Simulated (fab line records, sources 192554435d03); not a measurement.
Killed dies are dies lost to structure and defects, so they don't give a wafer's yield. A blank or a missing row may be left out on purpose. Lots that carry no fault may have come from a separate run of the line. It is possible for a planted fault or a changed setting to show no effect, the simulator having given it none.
Split-lot study    flow n5 finfet    39 wafers read from 7 lots, route of 1938 steps

ON THE SPLIT
At N5_FIN_SAQP_DEVELOP_15 (develop time 30 s), the setting develop time s was moved away from the recipe's 30 s on 12 of the 39 wafers read, by -59.0% to +24.7%. For the rest of the wafers, this setting stayed at what the recipe calls for.

No step appears in the file between the split and the reading.

THE READING
cd nm (nm) at N5_FIN_SAQP_CD_MEAS_16, where the cd target is 35.6 nm. A value of 35.45 nm with a standard deviation of 0.3 nm is what fault-free wafers of this fab line usually give.

wafer   tool, chamber at the split  develop time s as run, s  against the recipe  cd nm, nm  against lot-mates on the recipe
L075.1  litho track-01, 0           30                        recipe              35.43      -
L075.2  litho track-01, 0           30                        recipe              35.46      -
L075.3  litho track-01, 0           30                        recipe              35.05      -
L075.4  litho track-01, 0           30                        recipe              35.57      -
L075.5  litho track-01, 0           30                        recipe              35.63      -
L075.6  litho track-01, 0           30                        recipe              35.25      -
L076.1  litho track-01, 0           35.42                     +18.1%              34.83      -0.46
L076.2  litho track-01, 0           35.42                     +18.1%              34.64      -0.65
L076.3  litho track-01, 0           35.42                     +18.1%              34.70      -0.59
L076.4  litho track-01, 0           30                        recipe              35.19      -
L076.5  litho track-01, 0           30                        recipe              34.90      -
L076.6  litho track-01, 0           30                        recipe              35.78      -
L080.1  litho track-01, 0           30                        recipe              35.12      -
L080.2  litho track-01, 0           30                        recipe              35.69      -
L080.3  litho track-01, 0           37.42                     +24.7%              35.01      -0.38
L080.4  litho track-01, 0           30                        recipe              35.35      -
L080.5  litho track-01, 0           37.42                     +24.7%              35.08      -0.31
L080.6  litho track-01, 0           37.42                     +24.7%              34.63      -0.76
L088.1  litho track-02, 0           30                        recipe              35.58      -
L088.2  litho track-02, 0           30                        recipe              35.40      -
L088.3  litho track-02, 0           30                        recipe              35.13      -
L088.4  litho track-02, 0           30                        recipe              34.90      -
L088.5  litho track-02, 0           30                        recipe              35.45      -
L088.6  litho track-02, 0           30                        recipe              34.81      -
L090.1  litho track-01, 0           25.42                     -15.3%              35.51      +0.32
L090.2  litho track-01, 0           30                        recipe              35.43      -
L090.3  litho track-01, 0           30                        recipe              35.26      -
L090.4  litho track-01, 0           25.42                     -15.3%              35.73      +0.54
L090.5  litho track-01, 0           30                        recipe              34.89      -
L090.6  litho track-01, 0           25.42                     -15.3%              35.43      +0.24
L091.1  litho track-05, 0           30                        recipe              35.30      -
L091.2  litho track-05, 0           30                        recipe              35.48      -
L091.3  litho track-05, 0           12.31                     -59.0%              37.30      +1.77
L091.4  litho track-05, 0           12.31                     -59.0%              37.40      +1.87
L091.5  litho track-05, 0           30                        recipe              35.81      -
L091.6  litho track-05, 0           12.31                     -59.0%              37.31      +1.78
L094.1  litho track-05, 0           30                        recipe              34.91      -
L094.3  litho track-05, 0           30                        recipe              35.56      -
L094.6  litho track-05, 0           30                        recipe              35.36      -

FIT RESULTS
A straight line over all 39 wafers: cd nm changes by -0.0307 nm for each +1% of develop time s; r = -0.90; the points scatter about the line by 0.28 nm.
The same after taking each lot's own level away (the mean of its wafers on the recipe; 39 wafers): -0.0288 nm for each +1%; r = -0.92; scatter 0.24 nm.
On that fit, the largest move of develop time s shifts the reading by 1.7 nm.
Measured against the standard deviation above, the lots' own levels, which go from 35.193 to 35.530 nm, span 1.1 times it.
The two slopes agree, so the slope changes little with the lot-to-lot level.
Check: for one of the wafers moved furthest among these (-59.0%), held out of the fit, the line's prediction against its lot-mates is +1.69 nm. Against them it came out at +1.77 nm.

THE OTHER SPLITS THESE WAFERS WENT THROUGH
Other splits were also applied to these wafers ahead of the reading. Each is held against what the fit with the lots' levels taken away leaves over:
other split on the same wafers        wafers away from the commonest value  r with cd nm (lot level and that fit taken away)
N5_ZERO_LAYER_ETCH_18 target depth a  12                                    -0.04

FILE'S OWN FIT
cd nm changes by -0.0289 nm for each +1% of develop time s, r = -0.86.
